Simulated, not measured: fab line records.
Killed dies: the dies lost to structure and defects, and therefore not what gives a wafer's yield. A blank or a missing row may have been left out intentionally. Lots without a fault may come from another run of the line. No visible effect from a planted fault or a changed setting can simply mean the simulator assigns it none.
Split-lot study + flow n5_finfet + 21 wafers read from 7 lots, route of 1938 steps

== THE SPLIT ==
At N5_BEOL_M11_COAT_59 (time 60 s, resist thk 100 nm), the setting spin_rpm was moved away from the recipe's 1500 rpm on 4 of the 21 wafers read, by -10.0% to +4.8%. This setting was run at the recipe's value on the other wafers.

== FROM THE SPLIT TO THE READING: what the file shows between them, 7 steps ==
- N5_BEOL_M11_COAT_60: time 60 s, resist thk 30 nm
- N5_BEOL_M11_COAT_05: resist thk 90 nm
- N5_BEOL_M11_DESCUM_16: chemistry O2, time 7.9 s
- N5_BEOL_M11_ETCH_61: etches SiARC in CF4, target depth 39 nm, time 65 s
- N5_BEOL_M11_ETCH_62: etches SOC in N2/H2, target depth 110 nm, overetch 22 nm, time 165 s
- N5_BEOL_M11_STRIP_68: strips in N2/H2
- N5_BEOL_M11_STRIP_67: strips in CF4

== THE READING ==
SOC_of_BEOL_M11_COAT_59.thk_nm (the simulator's own value, which no gauge read), in nm, at N5_BEOL_M11_HM_OPEN_17 (chemistry Cl2/BCl3, target TiN, target depth 20 nm, overetch 6 nm). The file does not state a usual value for it. Average 92.0 nm, standard deviation 0.38 nm, over the 17 wafers here run with the recipe.

| wafer  | tool, chamber at the split | spin_rpm as run, rpm | against the recipe | SOC_of_BEOL_M11_COAT_59.thk_nm, nm | against lot-mates on the recipe |
|--------|----------------------------|----------------------|--------------------|------------------------------------|---------------------------------|
| L075.1 | litho_track-03, 0          | 1500                 | recipe             | 91.8                               | -                               |
| L075.3 | litho_track-03, 0          | 1500                 | recipe             | 91.8                               | -                               |
| L075.4 | litho_track-03, 0          | 1350                 | -10.0%             | 97.4                               | +5.6                            |
| L079.1 | litho_track-01, 0          | 1500                 | recipe             | 91.8                               | -                               |
| L079.3 | litho_track-01, 0          | 1500                 | recipe             | 92                                 | -                               |
| L079.5 | litho_track-01, 0          | 1500                 | recipe             | 92                                 | -                               |
| L081.2 | litho_track-04, 0          | 1500                 | recipe             | 92.6                               | -                               |
| L081.4 | litho_track-04, 0          | 1500                 | recipe             | 92.6                               | -                               |
| L081.6 | litho_track-04, 0          | 1500                 | recipe             | 92.8                               | -                               |
| L083.1 | litho_track-03, 0          | 1500                 | recipe             | 91.6                               | -                               |
| L083.4 | litho_track-03, 0          | 1500                 | recipe             | 91.8                               | -                               |
| L083.5 | litho_track-03, 0          | 1558                 | +3.9%              | 89.8                               | -1.9                            |
| L087.1 | litho_track-04, 0          | 1500                 | recipe             | 92                                 | -                               |
| L087.2 | litho_track-04, 0          | 1500                 | recipe             | 91.4                               | -                               |
| L087.3 | litho_track-04, 0          | 1500                 | recipe             | 91.8                               | -                               |
| L085.1 | litho_track-03, 0          | 1500                 | recipe             | 91.6                               | -                               |
| L085.2 | litho_track-03, 0          | 1500                 | recipe             | 92.2                               | -                               |
| L085.6 | litho_track-03, 0          | 1500                 | recipe             | 91.8                               | -                               |
| L097.1 | litho_track-04, 0          | 1572                 | +4.8%              | 89.8                               | -2.6                            |
| L097.3 | litho_track-04, 0          | 1572                 | +4.8%              | 89.8                               | -2.6                            |
| L097.5 | litho_track-04, 0          | 1500                 | recipe             | 92.4                               | -                               |

THE FIT
A straight line over all 21 wafers: SOC_of_BEOL_M11_COAT_59.thk_nm changes by -0.52 nm for each +1% of spin_rpm; r = -0.97; the points scatter about the line by 0.38 nm.
The same after taking each lot's own level away (the mean of its wafers on the recipe; 21 wafers): -0.549 nm for each +1%; r = -0.99; scatter 0.16 nm.
That fit puts the effect of the largest move of spin_rpm on the reading at 5.5 nm.
The span of the lots' own levels, 91.70 to 92.67 nm, comes to 2.5 times the standard deviation stated above.
The two slopes are in agreement: the lot-to-lot level therefore moves the slope only a little.
Check: with one of the wafers moved furthest among these (-10.0%) left out of the fit, the line predicts +5.3 nm for it against its lot-mates. It came out at +5.6 nm against them.

== THE WHOLE CHAIN: every reading that the file lists as answering this split, in the file's order ==
| step                   | what it does                                                         | reading                                                                         | change (the file's fit)               | r (the file's) |
|------------------------|----------------------------------------------------------------------|---------------------------------------------------------------------------------|---------------------------------------|----------------|
| N5_BEOL_M11_COAT_59    | time 60 s, resist thk 100 nm                                         | SOC_of_BEOL_M11_COAT_59.thk_nm (the simulator's own value, which no gauge read) | -0.567 nm for each +1% of the setting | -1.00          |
| N5_BEOL_M11_ETCH_62    | etches SOC in N2/H2, target depth 110 nm, overetch 22 nm, time 165 s | etch.depth_nm (the simulator's own value, which no gauge read)                  | -0.561 nm for each +1% of the setting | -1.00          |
| N5_BEOL_M11_HM_OPEN_17 | chemistry Cl2/BCl3, target TiN, target depth 20 nm, overetch 6 nm    | SOC_of_BEOL_M11_COAT_59.thk_nm (the simulator's own value, which no gauge read) | -0.55 nm for each +1% of the setting  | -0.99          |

== THE FILE'S OWN FIT ==
SOC_of_BEOL_M11_COAT_59.thk_nm changes by -0.55 nm for each +1% of spin_rpm, r = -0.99.
